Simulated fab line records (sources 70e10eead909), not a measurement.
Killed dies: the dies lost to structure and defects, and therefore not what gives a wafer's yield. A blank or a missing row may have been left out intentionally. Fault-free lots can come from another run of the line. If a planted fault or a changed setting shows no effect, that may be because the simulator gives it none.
Tool commonality check + flow nand_harc + Sample size 10 lots and 30 wafers

== WHY IT WAS OPENED ==
At NHARC_A_BONDPAD_THK_MEAS_20 the reading thk_nm is flagged on 2 of 10 lots. No-fault wafers: 169.7 nm, standard deviation 1.5.
Rule: a lot gets a flag if all its wafers with a number sit over 4 standard deviations from that mean, or if no wafer of it has a number. The rest of the lots are taken to be sound.

| lot  | measured     | on            | thk_nm (nm), wafer by wafer | flag    |
|------|--------------|---------------|-----------------------------|---------|
| L793 | day 25 17:23 | film_metro-01 | 170.3 169.0 169.9           |         |
| L796 | day 26 19:50 | film_metro-02 | 170.4 168.8 169.3           |         |
| L798 | day 27 21:38 | film_metro-01 | 168.6 170.8 170.8           |         |
| L800 | day 28 10:30 | film_metro-02 | 166.8 167.4 168.9           |         |
| L802 | day 29 05:10 | film_metro-01 | 166.9 170.6 167.9           |         |
| L804 | day 29 19:49 | film_metro-01 | 401.2 399.4 394.3           | FLAGGED |
| L803 | day 30 15:11 | film_metro-02 | 406.5 410.8 400.8           | FLAGGED |
| L808 | day 31 09:48 | film_metro-02 | 168.4 170.0 171.3           |         |
| L809 | day 31 23:15 | film_metro-01 | 171.1 172.1 171.3           |         |
| L810 | day 32 20:10 | film_metro-02 | 168.5 171.2 168.5           |         |
On average the flagged lots read 402.2 nm, which is +232.5 nm against the usual, or +99 or more standard deviations.

== WHICH TOOL RAN EACH LOT ==
3 process steps preceding the reading are held in the record, out of 1302 steps in the route. Each cell gives the tool, then ch followed by the chambers the sampled wafers passed through, then the start.
| lot  | flag    | NHARC_A_BONDPAD_DESCUM_11          | NHARC_A_BONDPAD_ETCH_34            | NHARC_A_BONDPAD_CMP_19        |
|------|---------|------------------------------------|------------------------------------|-------------------------------|
| L793 |         | rie_diel-06 ch 1,3, day 25 14:36   | rie_diel-06 ch 0,1,3, day 25 14:41 | cmp-03 ch 0,2,3, day 25 17:07 |
| L796 |         | rie_diel-06 ch 0,2, day 26 17:29   | rie_diel-06 ch 2,3, day 26 17:34   | cmp-03 ch 2,3, day 26 19:32   |
| L798 |         | rie_diel-06 ch 1,3, day 27 19:17   | rie_diel-06 ch 0,2,3, day 27 19:23 | cmp-01 ch 1,2,3, day 27 21:19 |
| L800 |         | rie_diel-03 ch 0,1,3, day 28 08:11 | rie_diel-03 ch 0,1,3, day 28 08:16 | cmp-02 ch 0,1, day 28 10:11   |
| L802 |         | rie_diel-10 ch 0,3, day 29 02:34   | rie_diel-10 ch 0,1,3, day 29 02:40 | cmp-02 ch 0,2,3, day 29 04:54 |
| L804 | FLAGGED | rie_diel-06 ch 1,2, day 29 17:22   | rie_diel-06 ch 2,3, day 29 17:28   | cmp-03 ch 0,2,3, day 29 19:31 |
| L803 | FLAGGED | rie_diel-06 ch 2,3, day 30 12:49   | rie_diel-06 ch 1,2, day 30 12:55   | cmp-02 ch 0,1, day 30 14:52   |
| L808 |         | rie_diel-10 ch 0,1,2, day 31 07:08 | rie_diel-10 ch 1,2,3, day 31 07:13 | cmp-01 ch 2,3, day 31 09:29   |
| L809 |         | rie_diel-03 ch 1,2, day 31 20:31   | rie_diel-03 ch 1,2,3, day 31 20:37 | cmp-03 ch 0,3, day 31 22:55   |
| L810 |         | rie_diel-06 ch 0,2,3, day 32 17:47 | rie_diel-06 ch 0,1,2, day 32 17:52 | cmp-01 ch 0,2,3, day 32 19:51 |
What the steps here do:
- NHARC_A_BONDPAD_DESCUM_11: chemistry O2, time 3 s.
- NHARC_A_BONDPAD_ETCH_34: etches the open film in N2/H2, target depth 60 nm, overetch 18 nm, time 65.91 s.
- NHARC_A_BONDPAD_CMP_19: polishes, t overpolish 30 s, cu recess touch 16 s, target thk 169.82 nm.
- NHARC_A_BONDPAD_THK_MEAS_20: measures by xrf.

== FLAGGED OVER TOTAL, TOOL BY TOOL (the gauges that took the reading come last) ==
| step                        | tool          | lots run | flagged | share of the flagged lots | sound lots run after its first flagged lot |
|-----------------------------|---------------|----------|---------|---------------------------|--------------------------------------------|
| NHARC_A_BONDPAD_DESCUM_11   | rie_diel-03   | 2        | 0       | none                      | -                                          |
| NHARC_A_BONDPAD_DESCUM_11   | rie_diel-06   | 6        | 2       | all                       | 1 (L810)                                   |
| NHARC_A_BONDPAD_DESCUM_11   | rie_diel-10   | 2        | 0       | none                      | -                                          |
| NHARC_A_BONDPAD_ETCH_34     | rie_diel-03   | 2        | 0       | none                      | -                                          |
| NHARC_A_BONDPAD_ETCH_34     | rie_diel-06   | 6        | 2       | all                       | 1 (L810)                                   |
| NHARC_A_BONDPAD_ETCH_34     | rie_diel-10   | 2        | 0       | none                      | -                                          |
| NHARC_A_BONDPAD_CMP_19      | cmp-01        | 3        | 0       | none                      | -                                          |
| NHARC_A_BONDPAD_CMP_19      | cmp-02        | 3        | 1       | some                      | 0                                          |
| NHARC_A_BONDPAD_CMP_19      | cmp-03        | 4        | 1       | some                      | 1 (L809)                                   |
| NHARC_A_BONDPAD_THK_MEAS_20 | film_metro-01 | 5        | 1       | some                      | 1 (L809)                                   |
| NHARC_A_BONDPAD_THK_MEAS_20 | film_metro-02 | 5        | 1       | some                      | 2 (L808,L810)                              |

== WHAT THE TABLE ALLOWS ==
In 2 table rows, all flagged lots were run: rie_diel-06 (NHARC_A_BONDPAD_DESCUM_11), rie_diel-06 (NHARC_A_BONDPAD_ETCH_34).
- rie_diel-06 at NHARC_A_BONDPAD_DESCUM_11 ran 6 lots, 2 of them flagged. After the first flagged lot (L810), sound lots still ran on it; a lasting fault on the whole tool would not permit that.
- rie_diel-06 at NHARC_A_BONDPAD_ETCH_34 ran 6 lots, 2 of them flagged. After the first flagged lot (L810), sound lots still ran on it; a lasting fault on the whole tool would not permit that.
None of the table's rows ran every flagged lot and, after the first, no sound lot.

== WHAT WAS PUT IN BY THE SIMULATOR ==
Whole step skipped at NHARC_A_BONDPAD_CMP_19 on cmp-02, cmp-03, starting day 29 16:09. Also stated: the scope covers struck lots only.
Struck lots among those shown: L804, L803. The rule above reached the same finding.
